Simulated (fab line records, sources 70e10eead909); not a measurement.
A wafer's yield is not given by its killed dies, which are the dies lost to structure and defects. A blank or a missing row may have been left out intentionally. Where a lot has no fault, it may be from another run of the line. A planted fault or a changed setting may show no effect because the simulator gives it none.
Which of the tools did it? / flow nand-harc / Sampling: 24 lots, 72 wafers, 5 of 1302 route steps

WHAT THE GAUGES SHOWED, per wafer
NHARC_P_M2_OVL_MEAS_10: pitch 340 nm.
lot=L074; measured=day 6 10:19; on=overlay-01; overlay-x-nm (nm)=-0.9 -0.2 -0.8; overlay-y-nm (nm)=-1.8 -1.4 -1.4
lot=L075; measured=day 6 16:11; on=overlay-01; overlay-x-nm (nm)=0.3 -0.2 -0.2; overlay-y-nm (nm)=1.0 0.4 0.6
lot=L076; measured=day 7 05:55; on=overlay-02; overlay-x-nm (nm)=0.1 0.4 0.1; overlay-y-nm (nm)=-1.2 -0.7 -0.8
lot=L077; measured=day 7 13:55; on=overlay-01; overlay-x-nm (nm)=-0.8 -0.4 0.0; overlay-y-nm (nm)=1.7 0.8 1.5
lot=L078; measured=day 8 01:32; on=overlay-02; overlay-x-nm (nm)=0.2 0.5 0.5; overlay-y-nm (nm)=-1.0 -1.9 -1.0
lot=L079; measured=day 8 08:53; on=overlay-01; overlay-x-nm (nm)=-0.3 -0.1 -1.1; overlay-y-nm (nm)=1.1 0.3 0.3
lot=L080; measured=day 8 20:53; on=overlay-02; overlay-x-nm (nm)=0.5 -0.1 0.0; overlay-y-nm (nm)=0.0 0.2 0.3
lot=L081; measured=day 9 12:55; on=overlay-01; overlay-x-nm (nm)=-0.3 0.1 0.0; overlay-y-nm (nm)=1.3 1.3 1.9
lot=L082; measured=day 9 18:41; on=overlay-02; overlay-x-nm (nm)=-0.7 -0.6 -0.6; overlay-y-nm (nm)=0.4 -0.4 0.4
lot=L083; measured=day 10 17:08; on=overlay-02; overlay-x-nm (nm)=0.8 0.3 0.6; overlay-y-nm (nm)=0.4 0.7 0.4
lot=L085; measured=day 10 23:20; on=overlay-01; overlay-x-nm (nm)=0.1 0.6 0.0; overlay-y-nm (nm)=-0.2 -0.1 0.2
lot=L084; measured=day 11 01:25; on=overlay-02; overlay-x-nm (nm)=0.2 0.7 0.6; overlay-y-nm (nm)=0.3 -0.3 0.0
lot=L086; measured=day 11 07:34; on=overlay-02; overlay-x-nm (nm)=-0.7 -0.6 -1.2; overlay-y-nm (nm)=-0.6 -0.4 0.1
lot=L088; measured=day 12 08:53; on=overlay-01; overlay-x-nm (nm)=-0.1 -0.1 -0.2; overlay-y-nm (nm)=0.2 0.6 0.4
lot=L087; measured=day 12 09:49; on=overlay-02; overlay-x-nm (nm)=-0.5 -0.4 -0.4; overlay-y-nm (nm)=-0.2 -1.1 -1.1
lot=L089; measured=day 12 13:43; on=overlay-02; overlay-x-nm (nm)=-0.6 -0.4 -0.6; overlay-y-nm (nm)=-0.4 0.3 0.4
lot=L090; measured=day 13 05:22; on=overlay-02; overlay-x-nm (nm)=-0.5 -0.2 0.1; overlay-y-nm (nm)=1.2 0.6 0.9
lot=L091; measured=day 13 07:17; on=overlay-01; overlay-x-nm (nm)=0.6 0.9 0.8; overlay-y-nm (nm)=0.1 0.6 0.5
lot=L092; measured=day 13 19:07; on=overlay-02; overlay-x-nm (nm)=1.4 1.0 1.2; overlay-y-nm (nm)=1.0 0.7 1.1
lot=L093; measured=day 14 05:44; on=overlay-01; overlay-x-nm (nm)=0.8 1.1 1.1; overlay-y-nm (nm)=0.0 -0.4 0.3
lot=L094; measured=day 14 19:19; on=overlay-02; overlay-x-nm (nm)=0.2 0.5 0.2; overlay-y-nm (nm)=0.3 1.0 0.9
lot=L095; measured=day 15 06:58; on=overlay-01; overlay-x-nm (nm)=-1.5 -1.0 -1.7; overlay-y-nm (nm)=1.2 0.6 1.0
lot=L096; measured=day 15 12:38; on=overlay-01; overlay-x-nm (nm)=-0.3 -0.8 -0.3; overlay-y-nm (nm)=-0.2 -0.2 0.4
lot=L097; measured=day 15 20:20; on=overlay-02; overlay-x-nm (nm)=-0.4 -0.6 -0.1; overlay-y-nm (nm)=0.4 -0.3 -0.1

NHARC_A_ONON_D1_THK_MEAS_14: measures by ellipsometry.
lot=L074; measured=day 7 17:53; on=film-metro-02; thk-nm (nm)=1000 1000 1000
lot=L075; measured=day 8 04:42; on=film-metro-01; thk-nm (nm)=1001 1003 1006
lot=L076; measured=day 8 14:41; on=film-metro-02; thk-nm (nm)=1008 1006 1007
lot=L077; measured=day 9 01:11; on=film-metro-01; thk-nm (nm)=1016 1019 1018
lot=L078; measured=day 9 10:06; on=film-metro-02; thk-nm (nm)=1005 1006 1005
lot=L079; measured=day 9 17:41; on=film-metro-02; thk-nm (nm)=1003 1002 1004
lot=L080; measured=day 10 06:05; on=film-metro-02; thk-nm (nm)=1001 999 1001
lot=L081; measured=day 10 22:46; on=film-metro-02; thk-nm (nm)=1000 999 1002
lot=L082; measured=day 11 03:32; on=film-metro-02; thk-nm (nm)=996 993 991
lot=L083; measured=day 12 04:57; on=film-metro-02; thk-nm (nm)=1012 1011 1012
lot=L085; measured=day 12 09:58; on=film-metro-01; thk-nm (nm)=996 996 994
lot=L084; measured=day 12 09:40; on=film-metro-02; thk-nm (nm)=996 995 995
lot=L086; measured=day 12 16:13; on=film-metro-02; thk-nm (nm)=1006 1006 1006
lot=L088; measured=day 13 18:43; on=film-metro-01; thk-nm (nm)=1000 1002 1003
lot=L087; measured=day 13 18:41; on=film-metro-02; thk-nm (nm)=1007 1009 1010
lot=L089; measured=day 13 22:49; on=film-metro-02; thk-nm (nm)=1001 1003 1003
lot=L090; measured=day 14 16:56; on=film-metro-01; thk-nm (nm)=1007 1008 1008
lot=L091; measured=day 14 16:53; on=film-metro-02; thk-nm (nm)=980 981 980
lot=L092; measured=day 15 05:31; on=film-metro-02; thk-nm (nm)=1027 1027 1026
lot=L093; measured=day 15 16:18; on=film-metro-01; thk-nm (nm)=1003 1005 1003
lot=L094; measured=day 16 04:59; on=film-metro-02; thk-nm (nm)=990 988 989
lot=L095; measured=day 16 17:00; on=film-metro-01; thk-nm (nm)=1003 1003 1001
lot=L096; measured=day 16 22:22; on=film-metro-01; thk-nm (nm)=991 992 992
lot=L097; measured=day 17 08:14; on=film-metro-01; thk-nm (nm)=1012 1013 1012

WHICH TOOL RAN EACH LOT (tool, then ch and the chambers of the sampled wafers, then the start)
lot=L074; NHARC_P_M1_ETCH_28=rie-diel-11 ch 0,2, day 6 08:32 or earlier; NHARC_P_M1_CMP_23=cmp-02 ch 0,1,3, day 6 08:32; NHARC_P_M2_DEGAS_29=pvd-sputter-02, day 6 11:25
lot=L075; NHARC_P_M1_ETCH_28=rie-diel-11 ch 0,1,2, day 6 14:23 or earlier; NHARC_P_M1_CMP_23=cmp-01 ch 0,2, day 6 14:23; NHARC_P_M2_DEGAS_29=pvd-sputter-01, day 6 17:18
lot=L076; NHARC_P_M1_ETCH_28=rie-diel-11 ch 1,2, day 7 04:02 or earlier; NHARC_P_M1_CMP_23=cmp-03 ch 0,2,3, day 7 04:02; NHARC_P_M2_DEGAS_29=pvd-sputter-03, day 7 07:05
lot=L077; NHARC_P_M1_ETCH_28=rie-diel-11 ch 0,1,3, day 7 11:59 or earlier; NHARC_P_M1_CMP_23=cmp-01 ch 0,3, day 7 11:59; NHARC_P_M2_DEGAS_29=pvd-sputter-01, day 7 15:02
lot=L078; NHARC_P_M1_ETCH_28=rie-diel-01 ch 0,2,3, day 7 23:35 or earlier; NHARC_P_M1_CMP_23=cmp-01 ch 0,1,2, day 7 23:35; NHARC_P_M2_DEGAS_29=pvd-sputter-01, day 8 02:39
lot=L079; NHARC_P_M1_ETCH_28=rie-diel-11 ch 0,3, day 8 06:59 or earlier; NHARC_P_M1_CMP_23=cmp-02 ch 0,2,3, day 8 06:59; NHARC_P_M2_DEGAS_29=pvd-sputter-01, day 8 10:02
lot=L080; NHARC_P_M1_ETCH_28=rie-diel-01 ch 0,2,3, day 8 18:55 or earlier; NHARC_P_M1_CMP_23=cmp-01 ch 0,2,3, day 8 18:55; NHARC_P_M2_DEGAS_29=pvd-sputter-02, day 8 22:00
lot=L081; NHARC_P_M1_ETCH_28=rie-diel-11 ch 0,1, day 9 10:58 or earlier; NHARC_P_M1_CMP_23=cmp-03 ch 0,1,2, day 9 10:58; NHARC_P_M2_DEGAS_29=pvd-sputter-03, day 9 14:02
lot=L082; NHARC_P_M1_ETCH_28=rie-diel-11 ch 1,2,3, day 9 16:47 or earlier; NHARC_P_M1_CMP_23=cmp-02 ch 1,2,3, day 9 16:47; NHARC_P_M2_DEGAS_29=pvd-sputter-03, day 9 19:47
lot=L083; NHARC_P_M1_ETCH_28=rie-diel-13 ch 1,3, day 10 15:10 or earlier; NHARC_P_M1_CMP_23=cmp-01 ch 0,1, day 10 15:10; NHARC_P_M2_DEGAS_29=pvd-sputter-03, day 10 18:15
lot=L085; NHARC_P_M1_ETCH_28=rie-diel-13 ch 0,1,3, day 10 21:32 or earlier; NHARC_P_M1_CMP_23=cmp-02 ch 1,2,3, day 10 21:32; NHARC_P_M2_DEGAS_29=pvd-sputter-01, day 11 00:28
lot=L084; NHARC_P_M1_ETCH_28=rie-diel-11 ch 0,2,3, day 10 23:28 or earlier; NHARC_P_M1_CMP_23=cmp-02 ch 0,1, day 10 23:28; NHARC_P_M2_DEGAS_29=pvd-sputter-01, day 11 02:32
lot=L086; NHARC_P_M1_ETCH_28=rie-diel-11 ch 0,1,3, day 11 05:37 or earlier; NHARC_P_M1_CMP_23=cmp-03 ch 1,2,3, day 11 05:37; NHARC_P_M2_DEGAS_29=pvd-sputter-03, day 11 08:41
lot=L088; NHARC_P_M1_ETCH_28=rie-diel-11 ch 0,2,3, day 12 06:26 or earlier; NHARC_P_M1_CMP_23=cmp-02 ch 1,2,3, day 12 06:26; NHARC_P_M2_DEGAS_29=pvd-sputter-03, day 12 10:01
lot=L087; NHARC_P_M1_ETCH_28=rie-diel-13 ch 0,3, day 12 07:55 or earlier; NHARC_P_M1_CMP_23=cmp-03 ch 0,1,2, day 12 07:55; NHARC_P_M2_DEGAS_29=pvd-sputter-03, day 12 11:01
lot=L089; NHARC_P_M1_ETCH_28=rie-diel-11 ch 0,1,2, day 12 11:56 or earlier; NHARC_P_M1_CMP_23=cmp-02 ch 0,1,2, day 12 11:56; NHARC_P_M2_DEGAS_29=pvd-sputter-01, day 12 14:50
lot=L090; NHARC_P_M1_ETCH_28=rie-diel-11 ch 0,1, day 13 03:27 or earlier; NHARC_P_M1_CMP_23=cmp-03 ch 1,2,3, day 13 03:27; NHARC_P_M2_DEGAS_29=pvd-sputter-03, day 13 06:29
lot=L091; NHARC_P_M1_ETCH_28=rie-diel-13 ch 0,3, day 13 05:26 or earlier; NHARC_P_M1_CMP_23=cmp-02 ch 0,2, day 13 05:26; NHARC_P_M2_DEGAS_29=pvd-sputter-03, day 13 08:25
lot=L092; NHARC_P_M1_ETCH_28=rie-diel-13 ch 0,1,3, day 13 17:11 or earlier; NHARC_P_M1_CMP_23=cmp-03 ch 0,1,2, day 13 17:11; NHARC_P_M2_DEGAS_29=pvd-sputter-03, day 13 20:14
lot=L093; NHARC_P_M1_ETCH_28=rie-diel-11 ch 1,3, day 14 03:49 or earlier; NHARC_P_M1_CMP_23=cmp-01 ch 2,3, day 14 03:49; NHARC_P_M2_DEGAS_29=pvd-sputter-01, day 14 06:52
lot=L094; NHARC_P_M1_ETCH_28=rie-diel-11 ch 2,3, day 14 17:22 or earlier; NHARC_P_M1_CMP_23=cmp-03 ch 1,2, day 14 17:22; NHARC_P_M2_DEGAS_29=pvd-sputter-03, day 14 20:28
lot=L095; NHARC_P_M1_ETCH_28=rie-diel-13 ch 0,1,2, day 15 05:04 or earlier; NHARC_P_M1_CMP_23=cmp-01 ch 1,2,3, day 15 05:04; NHARC_P_M2_DEGAS_29=pvd-sputter-02, day 15 08:05
lot=L096; NHARC_P_M1_ETCH_28=rie-diel-11 ch 1,2,3, day 15 10:49 or earlier; NHARC_P_M1_CMP_23=cmp-02 ch 1,2,3, day 15 10:49; NHARC_P_M2_DEGAS_29=pvd-sputter-02, day 15 13:45
lot=L097; NHARC_P_M1_ETCH_28=rie-diel-11 ch 1,3, day 15 18:34 or earlier; NHARC_P_M1_CMP_23=cmp-02 ch 0,1,3, day 15 18:34; NHARC_P_M2_DEGAS_29=pvd-sputter-01, day 15 21:28
- NHARC_P_M1_ETCH_28: etches the open film in CF4/N2, target depth 30 nm, time 72.99 s.
- NHARC_P_M1_CMP_23: polishes, t overpolish 20 s, target thk 157.82 nm.
- NHARC_P_M2_DEGAS_29: time 60 s.

WHAT THE TOOLS THEMSELVES READ (means of the sampled wafers that have a number; where no wafer has one, the mark that the record gives instead)
NHARC_P_M1_ETCH_28.
lot=L074; tool=rie-diel-11; drypump-motor-current-A (A)=5.0; n2-flow-sccm (sccm)=99.6; oes-product-au (a.u.)=1.018; rf-vpp-V (V)=314.5; showerhead-plenum-p-Torr (Torr)=2.66; throttle-valve-pct (%)=19.791
lot=L075; tool=rie-diel-11; drypump-motor-current-A (A)=5.2; n2-flow-sccm (sccm)=100.0; oes-product-au (a.u.)=1.009; rf-vpp-V (V)=313.4; showerhead-plenum-p-Torr (Torr)=2.60; throttle-valve-pct (%)=19.792
lot=L076; tool=rie-diel-11; drypump-motor-current-A (A)=5.3; n2-flow-sccm (sccm)=100.0; oes-product-au (a.u.)=1.005; rf-vpp-V (V)=312.0; showerhead-plenum-p-Torr (Torr)=2.53; throttle-valve-pct (%)=19.807
lot=L077; tool=rie-diel-11; drypump-motor-current-A (A)=5.8; n2-flow-sccm (sccm)=99.9; oes-product-au (a.u.)=1.000; rf-vpp-V (V)=313.9; showerhead-plenum-p-Torr (Torr)=2.58; throttle-valve-pct (%)=19.800
lot=L078; tool=rie-diel-01; drypump-motor-current-A (A)=5.8; n2-flow-sccm (sccm)=100.0; oes-product-au (a.u.)=1.022; rf-vpp-V (V)=315.0; showerhead-plenum-p-Torr (Torr)=2.64; throttle-valve-pct (%)=19.805
lot=L079; tool=rie-diel-11; drypump-motor-current-A (A)=5.7; n2-flow-sccm (sccm)=100.2; oes-product-au (a.u.)=0.998; rf-vpp-V (V)=315.0; showerhead-plenum-p-Torr (Torr)=2.65; throttle-valve-pct (%)=19.795
lot=L080; tool=rie-diel-01; drypump-motor-current-A (A)=5.8; n2-flow-sccm (sccm)=100.0; oes-product-au (a.u.)=1.013; rf-vpp-V (V)=314.3; showerhead-plenum-p-Torr (Torr)=2.63; throttle-valve-pct (%)=19.788
lot=L081; tool=rie-diel-11; drypump-motor-current-A (A)=5.4; n2-flow-sccm (sccm)=100.3; oes-product-au (a.u.)=1.012; rf-vpp-V (V)=314.0; showerhead-plenum-p-Torr (Torr)=2.62; throttle-valve-pct (%)=19.798
lot=L082; tool=rie-diel-11; drypump-motor-current-A (A)=5.6; n2-flow-sccm (sccm)=100.0; oes-product-au (a.u.)=0.999; rf-vpp-V (V)=313.5; showerhead-plenum-p-Torr (Torr)=2.56; throttle-valve-pct (%)=19.799
lot=L083; tool=rie-diel-13; drypump-motor-current-A (A)=6.4; n2-flow-sccm (sccm)=100.2; oes-product-au (a.u.)=0.994; rf-vpp-V (V)=315.8; showerhead-plenum-p-Torr (Torr)=2.71; throttle-valve-pct (%)=19.790
lot=L085; tool=rie-diel-13; drypump-motor-current-A (A)=6.0; n2-flow-sccm (sccm)=100.3; oes-product-au (a.u.)=1.000; rf-vpp-V (V)=315.2; showerhead-plenum-p-Torr (Torr)=2.67; throttle-valve-pct (%)=19.791
lot=L084; tool=rie-diel-11; drypump-motor-current-A (A)=5.5; n2-flow-sccm (sccm)=100.2; oes-product-au (a.u.)=1.013; rf-vpp-V (V)=313.7; showerhead-plenum-p-Torr (Torr)=2.63; throttle-valve-pct (%)=19.792
lot=L086; tool=rie-diel-11; drypump-motor-current-A (A)=5.8; n2-flow-sccm (sccm)=99.6; oes-product-au (a.u.)=1.001; rf-vpp-V (V)=312.5; showerhead-plenum-p-Torr (Torr)=2.57; throttle-valve-pct (%)=19.798
lot=L088; tool=rie-diel-11; drypump-motor-current-A (A)=5.5; n2-flow-sccm (sccm)=99.9; oes-product-au (a.u.)=1.010; rf-vpp-V (V)=314.2; showerhead-plenum-p-Torr (Torr)=2.63; throttle-valve-pct (%)=19.788
lot=L087; tool=rie-diel-13; drypump-motor-current-A (A)=6.0; n2-flow-sccm (sccm)=100.3; oes-product-au (a.u.)=0.998; rf-vpp-V (V)=314.7; showerhead-plenum-p-Torr (Torr)=2.70; throttle-valve-pct (%)=19.789
lot=L089; tool=rie-diel-11; drypump-motor-current-A (A)=5.2; n2-flow-sccm (sccm)=100.0; oes-product-au (a.u.)=1.008; rf-vpp-V (V)=313.6; showerhead-plenum-p-Torr (Torr)=2.59; throttle-valve-pct (%)=19.796
lot=L090; tool=rie-diel-11; drypump-motor-current-A (A)=5.5; n2-flow-sccm (sccm)=100.4; oes-product-au (a.u.)=1.002; rf-vpp-V (V)=312.4; showerhead-plenum-p-Torr (Torr)=2.53; throttle-valve-pct (%)=19.802
lot=L091; tool=rie-diel-13; drypump-motor-current-A (A)=5.7; n2-flow-sccm (sccm)=100.2; oes-product-au (a.u.)=1.001; rf-vpp-V (V)=314.7; showerhead-plenum-p-Torr (Torr)=2.63; throttle-valve-pct (%)=19.791
lot=L092; tool=rie-diel-13; drypump-motor-current-A (A)=6.0; n2-flow-sccm (sccm)=99.8; oes-product-au (a.u.)=1.004; rf-vpp-V (V)=314.7; showerhead-plenum-p-Torr (Torr)=2.67; throttle-valve-pct (%)=19.786
lot=L093; tool=rie-diel-11; drypump-motor-current-A (A)=6.1; n2-flow-sccm (sccm)=100.0; oes-product-au (a.u.)=0.996; rf-vpp-V (V)=312.9; showerhead-plenum-p-Torr (Torr)=2.53; throttle-valve-pct (%)=19.786
lot=L094; tool=rie-diel-11; drypump-motor-current-A (A)=5.3; n2-flow-sccm (sccm)=100.1; oes-product-au (a.u.)=0.994; rf-vpp-V (V)=314.0; showerhead-plenum-p-Torr (Torr)=2.61; throttle-valve-pct (%)=19.796
lot=L095; tool=rie-diel-13; drypump-motor-current-A (A)=5.8; n2-flow-sccm (sccm)=100.1; oes-product-au (a.u.)=1.010; rf-vpp-V (V)=312.9; showerhead-plenum-p-Torr (Torr)=2.56; throttle-valve-pct (%)=19.795
lot=L096; tool=rie-diel-11; drypump-motor-current-A (A)=5.6; n2-flow-sccm (sccm)=100.0; oes-product-au (a.u.)=1.000; rf-vpp-V (V)=312.5; showerhead-plenum-p-Torr (Torr)=2.55; throttle-valve-pct (%)=19.797
lot=L097; tool=rie-diel-11; drypump-motor-current-A (A)=6.1; n2-flow-sccm (sccm)=99.8; oes-product-au (a.u.)=1.000; rf-vpp-V (V)=312.6; showerhead-plenum-p-Torr (Torr)=2.53; throttle-valve-pct (%)=19.787

NHARC_P_M1_CMP_23.
lot=L074; tool=cmp-02; motor-current-A (A)=13.1; time-to-endpoint-s (s)=28
lot=L075; tool=cmp-01; motor-current-A (A)=11.4; time-to-endpoint-s (s)=30
lot=L076; tool=cmp-03; motor-current-A (A)=11.7; time-to-endpoint-s (s)=28
lot=L077; tool=cmp-01; motor-current-A (A)=12.2; time-to-endpoint-s (s)=30
lot=L078; tool=cmp-01; motor-current-A (A)=11.9; time-to-endpoint-s (s)=31
lot=L079; tool=cmp-02; motor-current-A (A)=13.3; time-to-endpoint-s (s)=26
lot=L080; tool=cmp-01; motor-current-A (A)=11.9; time-to-endpoint-s (s)=27
lot=L081; tool=cmp-03; motor-current-A (A)=11.6; time-to-endpoint-s (s)=29
lot=L082; tool=cmp-02; motor-current-A (A)=13.4; time-to-endpoint-s (s)=25
lot=L083; tool=cmp-01; motor-current-A (A)=12.3; time-to-endpoint-s (s)=30
lot=L085; tool=cmp-02; motor-current-A (A)=13.6; time-to-endpoint-s (s)=27
lot=L084; tool=cmp-02; motor-current-A (A)=14.7; time-to-endpoint-s (s)=29
lot=L086; tool=cmp-03; motor-current-A (A)=12.4; time-to-endpoint-s (s)=29
lot=L088; tool=cmp-02; motor-current-A (A)=13.7; time-to-endpoint-s (s)=27
lot=L087; tool=cmp-03; motor-current-A (A)=11.9; time-to-endpoint-s (s)=25
lot=L089; tool=cmp-02; motor-current-A (A)=15.1; time-to-endpoint-s (s)=29
lot=L090; tool=cmp-03; motor-current-A (A)=12.2; time-to-endpoint-s (s)=29
lot=L091; tool=cmp-02; motor-current-A (A)=16.0; time-to-endpoint-s (s)=28
lot=L092; tool=cmp-03; motor-current-A (A)=12.2; time-to-endpoint-s (s)=29
lot=L093; tool=cmp-01; motor-current-A (A)=11.5; time-to-endpoint-s (s)=32
lot=L094; tool=cmp-03; motor-current-A (A)=11.8; time-to-endpoint-s (s)=27
lot=L095; tool=cmp-01; motor-current-A (A)=11.9; time-to-endpoint-s (s)=29
lot=L096; tool=cmp-02; motor-current-A (A)=13.6; time-to-endpoint-s (s)=25
lot=L097; tool=cmp-02; motor-current-A (A)=13.3; time-to-endpoint-s (s)=33

NHARC_P_M2_DEGAS_29.
lot=L074; tool=pvd-sputter-02; heater-power-w (W)=380; susceptor-temp-C (C)=249.90
lot=L075; tool=pvd-sputter-01; heater-power-w (W)=330; susceptor-temp-C (C)=249.94
lot=L076; tool=pvd-sputter-03; heater-power-w (W)=339; susceptor-temp-C (C)=249.73
lot=L077; tool=pvd-sputter-01; heater-power-w (W)=355; susceptor-temp-C (C)=249.73
lot=L078; tool=pvd-sputter-01; heater-power-w (W)=342; susceptor-temp-C (C)=249.96
lot=L079; tool=pvd-sputter-01; heater-power-w (W)=342; susceptor-temp-C (C)=249.91
lot=L080; tool=pvd-sputter-02; heater-power-w (W)=336; susceptor-temp-C (C)=250.06
lot=L081; tool=pvd-sputter-03; heater-power-w (W)=365; susceptor-temp-C (C)=250.04
lot=L082; tool=pvd-sputter-03; heater-power-w (W)=330; susceptor-temp-C (C)=249.91
lot=L083; tool=pvd-sputter-03; heater-power-w (W)=353; susceptor-temp-C (C)=250.08
lot=L085; tool=pvd-sputter-01; heater-power-w (W)=345; susceptor-temp-C (C)=249.93
lot=L084; tool=pvd-sputter-01; heater-power-w (W)=355; susceptor-temp-C (C)=250.08
lot=L086; tool=pvd-sputter-03; heater-power-w (W)=333; susceptor-temp-C (C)=250.12
lot=L088; tool=pvd-sputter-03; heater-power-w (W)=347; susceptor-temp-C (C)=250.02
lot=L087; tool=pvd-sputter-03; heater-power-w (W)=343; susceptor-temp-C (C)=250.12
lot=L089; tool=pvd-sputter-01; heater-power-w (W)=345; susceptor-temp-C (C)=249.92
lot=L090; tool=pvd-sputter-03; heater-power-w (W)=334; susceptor-temp-C (C)=249.90
lot=L091; tool=pvd-sputter-03; heater-power-w (W)=347; susceptor-temp-C (C)=249.84
lot=L092; tool=pvd-sputter-03; heater-power-w (W)=355; susceptor-temp-C (C)=249.86
lot=L093; tool=pvd-sputter-01; heater-power-w (W)=327; susceptor-temp-C (C)=249.82
lot=L094; tool=pvd-sputter-03; heater-power-w (W)=333; susceptor-temp-C (C)=250.01
lot=L095; tool=pvd-sputter-02; heater-power-w (W)=343; susceptor-temp-C (C)=250.15
lot=L096; tool=pvd-sputter-02; heater-power-w (W)=341; susceptor-temp-C (C)=250.13
lot=L097; tool=pvd-sputter-01; heater-power-w (W)=340; susceptor-temp-C (C)=250.06

THE ANSWER, worked out from the rows above alone
Rule: the lots themselves supply what counts as usual. The widest of any qualifying gaps counts: lots, ordered by their means at a reading, are off when they make up no more than a third of the lots, leave a main group of 4 or more, and stand apart from it by 3 or more times the standard deviation of that group's means. A main group whose means are all the same, to the digits that the tables above print for the reading, isn't used. Also off: a lot with no number at a reading for which 4 or more lots have one. Any other lot the step has rows for is counted as sound. After the gauges, taken in route order, come the tools' own readings; for these a lot's mean is taken, as printed above. The first step at which some lot is off is used, and at that step the reading that is off furthest; a lot without a number counts as furthest.
No lot is off at any reading shown: from this, nothing can be told.

WHAT HAD BEEN PUT IN BY THE SIMULATOR
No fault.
